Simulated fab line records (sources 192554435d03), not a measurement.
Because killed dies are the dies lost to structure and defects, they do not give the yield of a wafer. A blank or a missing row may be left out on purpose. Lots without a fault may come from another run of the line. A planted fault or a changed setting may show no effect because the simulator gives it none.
Chamber matching -- flow n5-finfet -- N5_BEOL_M0_ALD_136 on ald-metal-01 has 4 sister chambers
The step deposits TaN, pulse time 2 s, purge time 3 s, co reactant purge time 2 s. 30 wafers are shown with their chamber, then 12 later ones without.

## EACH WAFER AND ITS CHAMBER
wafer,chamber,heater-power-w (W),precursor-vessel-temp-c (C)
L075.1,3,407,74.71
L075.2,1,482,75.00
L075.5,3,398,74.94
L078.1,0,443,75.07
L078.3,1,506,75.12
L078.6,2,424,75.20
L079.2,0,440,74.97
L079.3,2,424,75.10
L079.6,3,409,74.85
L080.1,2,432,74.83
L080.2,3,407,75.03
L080.6,3,408,74.99
L081.2,1,490,75.09
L081.5,3,413,74.92
L081.6,2,424,74.71
L083.1,1,491,74.99
L083.4,0,445,74.99
L083.6,0,432,75.14
L089.1,1,501,74.88
L089.5,3,407,75.00
L089.6,0,448,75.04
L088.1,0,443,74.71
L088.3,1,503,74.70
L088.5,3,420,75.07
L090.1,3,412,74.87
L090.2,2,425,75.13
L090.5,1,492,74.85
L091.2,1,503,74.99
L091.3,3,408,74.96
L091.4,2,441,74.92

SIGNATURES, as means of the wafers listed above
reading,chamber 0,chamber 1,chamber 2,chamber 3,scatter within a chamber
heater-power-w,441.83,496.00,428.33,408.90,6.71
precursor-vessel-temp-c,74.9867,74.9525,74.9817,74.9340,0.142
Rule: for a wafer and a chamber, the distance is found by dividing, reading by reading, the gap between the wafer's reading and the chamber's mean by the reading's scatter, squaring, summing and taking the root. The wafer belongs to the nearest chamber; if the next one is less than 2 further off, it can't be placed. The scatter: the root of (the sum of the squares of (reading less its chamber's mean) over the shown wafers, divided by (wafers less chambers)).

## WAFERS WHOSE CHAMBER IS MISSING
wafer,heater-power-w (W),precursor-vessel-temp-c (C)
L092.1,449,74.95
L092.2,440,75.09
L092.6,500,74.97
L093.3,425,75.14
L093.5,420,75.09
L093.6,446,75.04
L094.1,398,74.94
L094.4,497,75.36
L094.5,422,74.82
L097.1,440,74.87
L097.3,486,75.07
L097.6,408,75.12

## THE CHAMBER EACH PASSED THROUGH
wafer,from the rows above,in truth
L092.1,can't be placed: 0 or 2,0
L092.2,can't be placed: 0 or 2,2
L092.6,1,1
L093.3,can't be placed: 2 or 0 or 3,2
L093.5,can't be placed: 2 or 3 or 0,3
L093.6,can't be placed: 0 or 2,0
L094.1,3,3
L094.4,1,1
L094.5,can't be placed: 2 or 3 or 0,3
L097.1,can't be placed: 0 or 2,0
L097.3,1,1
L097.6,can't be placed: 3 or 2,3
Correct placement for 4 of the 12. Not placeable from these rows: 8 (in 8, the candidates include the true chamber). Placed wrongly: 0.
